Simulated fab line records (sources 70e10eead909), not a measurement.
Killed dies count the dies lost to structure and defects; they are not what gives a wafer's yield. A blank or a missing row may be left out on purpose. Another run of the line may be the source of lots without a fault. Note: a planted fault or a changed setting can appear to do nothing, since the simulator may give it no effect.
fab line records	flow nand_harc
record: lots: 14	wafers: 42	last_day: 25
route steps=1159 shown P_CONTACT@244 P_M0@261
lots that met no fault: taken from a fault-free run of the same line
start_h: hours from the record's first day to the start of the lot's first wafer shown	wait_h: hours since the lot's step before	" identical to the entry in the row above	L1.1+2: one row covering several wafers at once	- no value, or no start given	* or withheld: withheld	< > ~ a bound
route shown NAME@n: NAME is a module with steps in the file, n the number in the route of the first one	usual: mean and standard deviation over wafers with no fault	same: alike in all rows	chamber/n: place in a boat	sites: readings site by site	_std_site: the standard deviation of these	_edge_site: mean of outer sites minus mean of inner sites	radius_mm: for every site, how far away it sits from the centre of the wafer	mask NAME#n: copy n	behind: tool/chamber where the wafer was last shaped	hold: the reason the lot was held/the length of the hold in hours/how it ended	device: which transistor (n, p or np) failed to switch	end of line: tests run on the same wafers once the route is complete	a step without rows: its recipe alone	killed: dies lost to structure and defects at the first sort, not the wafer's yield	map: shows each die of a wafer: x if killed, . if not, _ if none is there
set.NAME: the setting the step ran with; set.NAME@STEP: the setting that earlier step ran with	model.NAME: the simulator's own value behind a step, which no gauge read
a sample of lots followed through the steps of the route, with each step as a table and each wafer as a row
services: when a tool's chamber went out of use (start_h, in hours from the record's first day, below 0 if earlier), for how many hours, and the reason
== steps ==
step: NHARC_P_CONTACT_DEGAS_38
recipe: temp_c: 300	time_s: 60
usual: heater_power_w: 457/35
lot.wafer	tool	chamber	start_h	wait_h	heater_power_w
L638.2	pvd_sputter-02	-	114.17	-	419
L638.1	"	-	"	"	469
L638.5	"	-	"	"	413
L639.1	pvd_sputter-03	-	115.21	-	459
L639.4	"	-	"	"	443
L639.6	"	-	"	"	495
L640.4	pvd_sputter-01	-	127.79	-	480
L640.3	"	-	"	"	499
L640.5	"	-	"	"	489
L642.4	pvd_sputter-02	-	134.56	-	496
L642.1	"	-	"	"	391
L642.3	"	-	"	"	457
L645.3	pvd_sputter-03	-	151.87	-	454
L645.1	"	-	"	"	460
L645.6	"	-	"	"	446
L648.4	pvd_sputter-01	-	174.31	-	500
L648.6	"	-	"	"	467
L648.5	"	-	"	"	464
L649.1	pvd_sputter-03	-	175.08	-	402
L649.4	"	-	"	"	443
L649.5	"	-	"	"	451
L650.3	pvd_sputter-03	-	192.87	-	456
L650.1	"	-	"	"	507
L650.5	"	-	"	"	420
L653.1	pvd_sputter-01	-	209.86	-	495
L653.2	"	-	"	"	469
L653.6	"	-	"	"	463
L655.4	pvd_sputter-01	-	215.83	-	468
L655.6	"	-	"	"	453
L655.5	"	-	"	"	508
L656.3	pvd_sputter-01	-	217.77	-	491
L656.2	"	-	"	"	467
L656.1	"	-	"	"	460
L657.2	pvd_sputter-01	-	222.14	-	461
L657.3	"	-	"	"	458
L657.6	"	-	"	"	455
L658.4	pvd_sputter-03	-	229.74	-	417
L658.2	"	-	"	"	431
L658.5	"	-	"	"	512
L661.4	pvd_sputter-02	-	245.43	-	395
L661.3	"	-	"	"	525
L661.6	"	-	"	"	387
step: NHARC_P_M0_PEB_07
recipe: peb_temp_c: 100	peb_time_s: 65
usual: heater_power_total_W: 156.6/0.42	plate_temp_C: 99.99/0.14
same: peb_time_s: 65
lot.wafer	tool	chamber	start_h	wait_h	heater_power_total_W	plate_temp_C
L638.1	litho_track-06	0	125.10	0.1	156.0	100.14
L638.2	"	0	"	"	157.0	99.98
L638.5	"	0	"	"	156.1	99.99
L639.1	litho_track-04	0	125.59	0.1	157.2	99.89
L639.4	"	0	"	"	156.1	100.03
L639.6	"	0	"	"	157.0	100.03
L640.3	litho_track-06	0	134.65	0.0	157.0	100.19
L640.4	"	0	"	"	156.9	99.97
L640.5	"	0	"	"	157.2	100.03
L642.1	litho_track-06	0	139.82	0.1	156.2	99.85
L642.3	"	0	"	"	157.0	100.02
L642.4	"	0	"	"	157.1	100.03
L645.1	litho_track-01	0	154.36	0.1	155.9	99.93
L645.3	"	0	"	"	156.1	100.12
L645.6	"	0	"	"	157.1	99.96
L648.4	litho_track-01	0	176.63	0.0	156.9	100.03
L648.5	"	0	"	"	157.1	100.12
L648.6	"	0	"	"	157.2	100.15
L649.1	litho_track-06	0	177.41	0.1	156.4	99.82
L649.4	"	0	"	"	156.9	100.05
L649.5	"	0	"	"	156.8	100.04
L650.1	litho_track-04	0	195.04	0.1	156.1	99.70
L650.3	"	0	"	"	157.2	99.92
L650.5	"	0	"	"	155.9	99.95
L653.1	litho_track-06	0	218.33	0.1	148.8	96.02
L653.2	"	0	"	"	149.0	95.90
L653.6	"	0	"	"	148.3	95.94
L655.4	litho_track-06	0	220.05	0.1	147.9	96.40
L655.5	"	0	"	"	148.9	96.31
L655.6	"	0	"	"	147.8	96.27
L656.1	litho_track-01	0	220.55	0.1	157.2	100.07
L656.2	"	0	"	"	156.1	100.07
L656.3	"	0	"	"	156.3	100.00
L657.2	litho_track-01	0	224.46	0.1	157.0	100.03
L657.3	"	0	"	"	156.1	100.08
L657.6	"	0	"	"	156.5	100.02
L658.2	litho_track-01	0	231.98	0.1	156.5	99.71
L658.4	"	0	"	"	156.2	99.89
L658.5	"	0	"	"	156.0	99.72
L661.3	litho_track-01	0	247.75	0.0	157.1	100.13
L661.4	"	0	"	"	156.1	99.88
L661.6	"	0	"	"	156.1	99.92
step: NHARC_P_M0_INSPECT_11
usual: raw_defect_count: 3.6/2
lot.wafer	tool	chamber	start_h	wait_h	raw_defect_count
L638.1	defect_inspect-01	-	125.31	0.0	1
L638.2	"	-	"	"	5
L638.5	"	-	"	"	3
L639.1	defect_inspect-01	-	125.79	0.0	3
L639.4	"	-	"	"	3
L639.6	"	-	"	"	4
L640.3	defect_inspect-01	-	134.86	0.0	7
L640.4	"	-	"	"	5
L640.5	"	-	"	"	3
L642.1	defect_inspect-01	-	140.03	0.0	3
L642.3	"	-	"	"	3
L642.4	"	-	"	"	5
L645.1	defect_inspect-02	-	154.56	0.0	3
L645.3	"	-	"	"	3
L645.6	"	-	"	"	2
L648.4	defect_inspect-02	-	176.84	0.0	1
L648.5	"	-	"	"	7
L648.6	"	-	"	"	1
L649.1	defect_inspect-01	-	177.62	0.0	2
L649.4	"	-	"	"	4
L649.5	"	-	"	"	3
L650.1	defect_inspect-01	-	195.25	0.0	6
L650.3	"	-	"	"	5
L650.5	"	-	"	"	5
L653.1	defect_inspect-02	-	218.54	0.0	4
L653.2	"	-	"	"	2
L653.6	"	-	"	"	2
L655.4	defect_inspect-01	-	220.25	0.0	2
L655.5	"	-	"	"	2
L655.6	"	-	"	"	3
L656.1	defect_inspect-01	-	220.75	0.0	2
L656.2	"	-	"	"	1
L656.3	"	-	"	"	4
L657.2	defect_inspect-01	-	224.67	0.0	1
L657.3	"	-	"	"	2
L657.6	"	-	"	"	2
L658.2	defect_inspect-02	-	232.19	0.0	3
L658.4	"	-	"	"	5
L658.5	"	-	"	"	5
L661.3	defect_inspect-02	-	247.95	0.0	2
L661.4	"	-	"	"	6
L661.6	"	-	"	"	4
step: NHARC_P_M0_ETCH_34
recipe: target_depth_a: 400	overetch_a: 120	time_s: 43.94	ion_energy_ev: 200	n2_flow_sccm: 150	h2_flow_sccm: 150	ar_flow_sccm: 0	rf_w: 400	bias_w: 150	chemistry: N2/H2
usual: drypump_motor_current_A: 5.8/0.58	oes_product_au: 0.998/0.015	rf_vpp_V: 431.3/2.1	showerhead_plenum_p_Torr: 2.07/0.07	throttle_valve_pct: 14.171/0.0088
lot.wafer	tool	chamber	start_h	wait_h	drypump_motor_current_A	oes_product_au	rf_hours_counter_h	rf_vpp_V	showerhead_plenum_p_Torr	throttle_valve_pct
L638.2	rie_diel-12	3	125.45	0.1	6.1	1.007	7	429.9	1.98	14.160
L638.1	"	2	"	"	5.1	1.011	6	431.7	2.06	14.156
L638.5	"	0	"	"	5.7	1.013	-	434.0	2.20	14.170
L639.1	rie_diel-12	1	125.94	0.1	6.3	1.013	7	433.6	2.17	14.158
L639.4	"	0	"	"	5.7	1.004	8	433.6	2.20	14.163
L639.6	"	2	"	"	5.1	0.998	-	431.8	2.06	14.175
L640.4	rie_diel-12	0	135.01	0.1	5.7	1.004	8	434.1	2.20	14.171
L640.3	"	2	"	"	5.1	1.003	7	430.2	2.06	14.158
L640.5	"	3	"	"	6.0	1.004	-	427.9	1.98	14.184
L642.4	rie_diel-10	3	140.18	0.1	5.9	1.026	10	430.9	2.10	14.167
L642.3	"	0	"	"	6.0	1.020	10	430.4	2.00	14.170
L642.1	"	1	"	"	4.7	0.992	10	431.7	2.12	14.173
L645.1	rie_diel-10	2	154.71	0.1	6.7	0.979	10	432.9	2.09	14.164
L645.3	"	1	"	"	4.7	0.980	10	433.8	2.12	14.165
L645.6	"	2	"	"	6.7	0.974	-	431.8	2.09	14.161
L648.4	rie_diel-12	1	176.99	0.1	6.3	1.004	9	432.7	2.17	14.176
L648.5	"	3	"	"	6.1	0.994	-	428.9	1.98	14.168
L648.6	"	0	"	"	5.7	1.021	-	434.3	2.19	14.172
L649.1	rie_diel-12	1	177.77	0.1	6.3	1.013	9	435.2	2.17	14.155
L649.4	"	3	"	"	6.1	1.004	10	427.9	1.98	14.159
L649.5	"	0	"	"	5.7	1.021	-	435.8	2.19	14.165
L650.3	rie_diel-10	2	195.41	0.1	6.7	0.979	0	432.4	2.09	14.173
L650.1	"	0	"	"	5.9	1.008	0	429.3	2.00	14.175
L650.5	"	1	"	"	4.7	1.002	-	433.0	2.12	14.173
L653.1	rie_diel-10	1	218.68	0.1	4.7	0.989	1	432.5	2.12	14.188
L653.2	"	2	"	"	6.7	0.973	1	431.4	2.09	14.169
L653.6	"	1	"	"	4.7	1.003	-	432.3	2.12	14.195
L655.4	rie_diel-10	3	220.40	0.1	5.9	1.002	1	430.8	2.10	14.171
L655.5	"	3	"	"	5.9	0.993	-	431.8	2.10	14.173
L655.6	"	0	"	"	5.9	1.024	-	430.0	2.00	14.158
L656.1	rie_diel-08	1	220.90	0.1	5.3	0.974	4	425.3	1.92	14.169
L656.2	"	2	"	"	5.7	1.004	5	430.6	2.05	14.168
L656.3	"	3	"	"	6.0	0.984	5	429.2	2.02	14.190
L657.3	rie_diel-10	2	224.82	0.1	6.7	0.979	1	433.1	2.09	14.162
L657.2	"	3	"	"	5.9	0.997	2	432.0	2.10	14.173
L657.6	"	1	"	"	4.7	1.007	-	432.1	2.12	14.166
L658.2	rie_diel-08	0	232.34	0.1	6.0	0.988	6	432.2	2.13	14.182
L658.4	"	1	"	"	5.3	0.973	5	428.0	1.92	14.177
L658.5	"	0	"	"	6.0	0.981	-	433.3	2.13	14.180
L661.3	rie_diel-12	3	248.10	0.1	6.1	1.025	4	427.9	1.98	14.157
L661.4	"	1	"	"	6.3	1.010	2	434.7	2.16	14.169
L661.6	"	2	"	"	5.1	0.996	-	431.5	2.06	14.176
== services ==
tool	chamber	start_h	hours	kind
litho_track-01	-	93.00	7.0	pm
pvd_sputter-03	-	102.01	10.0	pm
rie_diel-10	0	106.50	-	clean
rie_diel-10	1	106.50	-	clean
rie_diel-10	2	106.50	-	clean
rie_diel-10	3	106.50	-	clean
rie_diel-12	0	107.90	-	clean
litho_track-06	-	117.00	7.0	pm
rie_diel-08	-	124.80	9.0	pm
rie_diel-08	1	135.30	4.5	repair
litho_track-04	-	141.00	7.0	pm
rie_diel-12	-	153.12	1.3	repair
rie_diel-08	3	155.32	6.7	repair
pvd_sputter-01	-	158.83	10.0	pm
rie_diel-12	1	165.50	4.3	repair
rie_diel-10	-	176.50	9.0	pm
rie_diel-08	2	182.84	1.2	repair
rie_diel-08	0	184.25	5.1	repair
rie_diel-12	-	202.40	9.0	pm
pvd_sputter-02	-	206.10	2.2	repair
pvd_sputter-03	-	207.74	10.3	repair
pvd_sputter-02	-	214.00	10.0	pm
rie_diel-10	1	228.82	9.9	repair
pvd_sputter-01	-	240.30	3.6	repair
== key ==
first_sign: step: NHARC_P_M0_PEB_07	reading: plate_temp_C	direction: down	sigmas: 28	usual: *	struck: *
effect: step: NHARC_P_M0_PEB_07	reading: heater_power_total_W	direction: down	sigmas: 20	usual: *	struck: *
met_at NHARC_P_M0_PEB_07
struck_lots L653,L655
rows_end L655.4,L655.5,L655.6
sort_left_out L653.1,L653.2,L653.6
not_acting_at NHARC_P_CONTACT_DEGAS_38,NHARC_P_M0_INSPECT_11,NHARC_P_M0_ETCH_34
onset_between 177.41 218.33
earlier_fault: kind: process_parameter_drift	tool: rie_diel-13	chamber: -	onset_h: 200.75	steps: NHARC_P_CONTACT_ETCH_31	channel: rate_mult	offset: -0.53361	shape: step
fault: kind: process_parameter_drift	tool: litho_track-06	chamber: -	onset_h: 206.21	steps: NHARC_P_M0_PEB_07	channel: peb_temp_c	offset: *	shape: step	acts_in: *	stated: *
sort_left_out: the simulated sort isn't trusted on such a fault, so these wafers' sort isn't shown, and their yield isn't known
rows_end: these wafers met a further fault down the route, and their rows from its step on are left out
